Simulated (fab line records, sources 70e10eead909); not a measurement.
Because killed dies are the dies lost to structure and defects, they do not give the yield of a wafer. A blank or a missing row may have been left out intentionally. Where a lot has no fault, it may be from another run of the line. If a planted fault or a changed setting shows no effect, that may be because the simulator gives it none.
A struck lot beside a sound one + flow nand harc + 19 steps out of a route of 1302
Sound: wafers L136.3, L136.5, L136.6. Struck: wafers L156.4, L156.5, L156.6. At the end, the cause is stated.
Order at every step that has rows: each side's tool, ch and its chambers, its first start. Under that, the readings that differ: sound wafers + struck wafers + difference of the means + sigmas: that difference in standard deviations of wafers without a fault.
alike: a reading whose means differ by less than 2 such deviations, as well as words and numbers matching on both sides. not compared: withheld readings; readings where some wafer has no value; bounds like >300 that might hide an equal value; numbers whose values overlap and for which the record gives no deviation.
The two part at a step that has a row with sigmas, a row that says differs or no value, or rows on one side only. Non-overlapping numbers with no deviation appear without sigmas and do not part them. A reading missing from all wafers of one side parts the sides only when that side holds two or more wafers.

NHARC_P_GATE_ETCHBACK_37: etches the open film in CHF3/O2, target depth 34.5 nm, time 17.2 s.
  sound on rie diel-02 ch 0,2,3; struck on rie diel-02 ch 0,1,3
  alike: bias w, drypump motor current A, oes product au, rf fwd power W, rf vpp V, showerhead plenum p Torr, throttle valve pct
  not compared: rf hours counter h
NHARC_P_GATE_STRIP_101: strips in O2, time 20 s.
  sound on rie diel-02 ch 0,3, day 6 03:55; struck on rie diel-02 ch 1,2,3, day 14 13:44
  alike: drypump motor current A, oes product au, rf vpp V, showerhead plenum p Torr, throttle valve pct
  not compared: rf hours counter h
then, 10 steps without rows for these wafers: NHARC_P_GATE_PRECLEAN_97 (cleans in SPM, time 600 s); NHARC_P_GATE_SRD_98; NHARC_P_GATE_PRECLEAN_99 (cleans in SC1); NHARC_P_GATE_SRD_100; NHARC_P_GATE_DEHYDRATE_38 (time 120 s); NHARC_P_GATE_HMDS_39 (time 30 s); NHARC_P_GATE_COAT_40; NHARC_P_GATE_SOFTBAKE_41 (time 95 s); NHARC_P_GATE_EBR_42; NHARC_P_GATE_EXPOSE_43 (exposes mask P NSD, target cd 720 nm).
NHARC_P_GATE_PEB_44: peb time 85 s.
  sound on litho track-02 ch 0, day 6 04:45; struck on litho track-07 ch 0, day 14 14:34
| reading                  | sound                | struck               | difference | sigmas |
|--------------------------|----------------------|----------------------|------------|--------|
| heater power total W (W) | 164.17 163.73 164.44 | 183.45 182.79 183.41 | +19.10     | +73    |
| plate temp C (C)         | 118.16 118.24 118.02 | 128.19 128.27 128.28 | +10.11     | +78    |
  alike: exhaust pa
then, 1 step without rows for these wafers: NHARC_P_GATE_DEVELOP_45 (time 70 s).
NHARC_P_GATE_CD_MEAS_46 targets a cd of 720 nm.
  sound on cd sem-03 ch 0, day 6 04:50; struck on cd sem-02 ch 0, day 14 14:40
| reading    | sound             | struck            | difference | sigmas |
|------------|-------------------|-------------------|------------|--------|
| cd nm (nm) | 723.1 721.4 722.2 | 728.7 730.0 732.1 | +8.0       | +5     |
then, 1 step without rows for these wafers: NHARC_P_GATE_HARDBAKE_47 (time 80 s).
NHARC_P_GATE_DESCUM_48: chemistry O2, time 3 s.
  sound on rie diel-02 ch 1,2,3, day 6 05:02; struck on rie diel-06 ch 0,3, day 14 14:49
| reading                 | sound           | struck          | difference | sigmas |
|-------------------------|-----------------|-----------------|------------|--------|
| model.P_GATE.cd nm (nm) | 723 721.5 721.2 | 728.8 729.8 732 | +8.3       |        |
  alike: drypump motor current A, oes product au, rf vpp V, showerhead plenum p Torr, throttle valve pct
  not compared: rf hours counter h
next, for these wafers, 1 step has no rows: NHARC_P_GATE_IMPLANT_49.
NHARC_END_SORT_01:
  the record has rows for the sound wafers here (prober-01 ch 0, day 25 07:47) and none for the struck ones

## WHERE THEY PART
First at NHARC_P_GATE_PEB_44; last, within this record, at NHARC_END_SORT_01.

WHY: what the simulator had put in
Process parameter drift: litho track-07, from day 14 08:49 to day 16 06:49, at NHARC_P_GATE_PEB_44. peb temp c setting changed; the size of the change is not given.
